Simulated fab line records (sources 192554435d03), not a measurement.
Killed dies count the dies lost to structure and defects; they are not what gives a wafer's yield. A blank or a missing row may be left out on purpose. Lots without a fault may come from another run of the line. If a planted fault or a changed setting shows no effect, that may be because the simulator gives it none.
Which of the tools did it? || flow n5Finfet || 11 lots with 33 wafers sampled at 2 steps, on a route of 1938 steps

WHAT THE GAUGES READ, wafer by wafer
N5_BEOL_M13_THK_MEAS_50: measures by xrf. Usual: M13_THK typically reads 419 nm, with standard deviation 6.8.
{"lot": "L980", "measured": "day 12 05:14", "on": "filmMetro-02", "M13_THK (nm)": "427 426 428", "flag": ""}
{"lot": "L983", "measured": "day 12 22:46", "on": "filmMetro-02", "M13_THK (nm)": "424 423 427", "flag": ""}
{"lot": "L982", "measured": "day 13 00:07", "on": "filmMetro-01", "M13_THK (nm)": "427 427 431", "flag": ""}
{"lot": "L986", "measured": "day 13 06:00", "on": "filmMetro-01", "M13_THK (nm)": "416 428 422", "flag": ""}
{"lot": "L988", "measured": "day 14 07:50", "on": "filmMetro-02", "M13_THK (nm)": "422 424 420", "flag": ""}
{"lot": "L990", "measured": "day 14 18:41", "on": "filmMetro-01", "M13_THK (nm)": "422 419 417", "flag": ""}
{"lot": "L996", "measured": "day 17 01:08", "on": "filmMetro-02", "M13_THK (nm)": "417 420 418", "flag": ""}
{"lot": "L999", "measured": "day 17 04:45", "on": "filmMetro-02", "M13_THK (nm)": "420 419 416", "flag": ""}
{"lot": "L101", "measured": "day 17 06:26", "on": "filmMetro-02", "M13_THK (nm)": "419 411 410", "flag": ""}
{"lot": "L100", "measured": "day 18 00:29", "on": "filmMetro-02", "M13_THK (nm)": "421 415 423", "flag": ""}
{"lot": "L102", "measured": "day 18 07:33", "on": "filmMetro-02", "M13_THK (nm)": "407 409 415", "flag": ""}

EACH LOT AND THE TOOL THAT RAN IT (in order: tool; ch and the chambers of the sampled wafers; start)
{"lot": "L980", "N5_BEOL_M13_ANNEAL_48": "rtpAnneal-01 ch 0, day 12 04:46"}
{"lot": "L983", "N5_BEOL_M13_ANNEAL_48": "rtpAnneal-02 ch 0, day 12 22:11"}
{"lot": "L982", "N5_BEOL_M13_ANNEAL_48": "rtpAnneal-02 ch 0, day 12 23:31"}
{"lot": "L986", "N5_BEOL_M13_ANNEAL_48": "rtpAnneal-02 ch 0, day 13 05:25"}
{"lot": "L988", "N5_BEOL_M13_ANNEAL_48": "rtpAnneal-02 ch 0, day 14 07:17"}
{"lot": "L990", "N5_BEOL_M13_ANNEAL_48": "rtpAnneal-01 ch 0, day 14 18:10"}
{"lot": "L996", "N5_BEOL_M13_ANNEAL_48": "rtpAnneal-01 ch 0, day 17 00:35"}
{"lot": "L999", "N5_BEOL_M13_ANNEAL_48": "rtpAnneal-01 ch 0, day 17 04:11"}
{"lot": "L101", "N5_BEOL_M13_ANNEAL_48": "rtpAnneal-01 ch 0, day 17 05:41"}
{"lot": "L100", "N5_BEOL_M13_ANNEAL_48": "rtpAnneal-02 ch 0, day 17 23:56"}
{"lot": "L102", "N5_BEOL_M13_ANNEAL_48": "rtpAnneal-01 ch 0, day 18 07:02"}
- N5_BEOL_M13_ANNEAL_48: time 90 s.

AS READ BY THE TOOLS THEMSELVES (means over the sampled wafers that have a number; for cases with no such wafer, the mark the record gives instead)
N5_BEOL_M13_ANNEAL_48. Usual: wafer_temp_C_max 226.01, standard deviation 0.26.
{"lot": "L980", "tool": "rtpAnneal-01", "wafer_temp_C_max": 226.16, "flag": ""}
{"lot": "L983", "tool": "rtpAnneal-02", "wafer_temp_C_max": 225.71, "flag": ""}
{"lot": "L982", "tool": "rtpAnneal-02", "wafer_temp_C_max": 225.83, "flag": ""}
{"lot": "L986", "tool": "rtpAnneal-02", "wafer_temp_C_max": 226.02, "flag": ""}
{"lot": "L988", "tool": "rtpAnneal-02", "wafer_temp_C_max": 226.33, "flag": ""}
{"lot": "L990", "tool": "rtpAnneal-01", "wafer_temp_C_max": 226.14, "flag": ""}
{"lot": "L996", "tool": "rtpAnneal-01", "wafer_temp_C_max": 226.19, "flag": ""}
{"lot": "L999", "tool": "rtpAnneal-01", "wafer_temp_C_max": 226.07, "flag": ""}
{"lot": "L101", "tool": "rtpAnneal-01", "wafer_temp_C_max": 226.13, "flag": ""}
{"lot": "L100", "tool": "rtpAnneal-02", "wafer_temp_C_max": 225.96, "flag": ""}
{"lot": "L102", "tool": "rtpAnneal-01", "wafer_temp_C_max": 226.08, "flag": ""}

THE ANSWER, worked out from the rows above alone
Rule: a lot is off if the mean of its wafers that have a number lies more than 3 standard deviations from the usual mean. A lot without any number at a reading at which 4 lots or more have one is off too. Any other lot the step has rows for is counted as sound. Order of review: gauges by route order, followed by the tools' own readings, for which a lot's mean as printed above is used. At the first step where some lot is off, the reading lying furthest off is the one used; lots without a number count as furthest.
Nothing can be told from this: no lot is off at any reading shown.

WHAT WAS PUT IN BY THE SIMULATOR
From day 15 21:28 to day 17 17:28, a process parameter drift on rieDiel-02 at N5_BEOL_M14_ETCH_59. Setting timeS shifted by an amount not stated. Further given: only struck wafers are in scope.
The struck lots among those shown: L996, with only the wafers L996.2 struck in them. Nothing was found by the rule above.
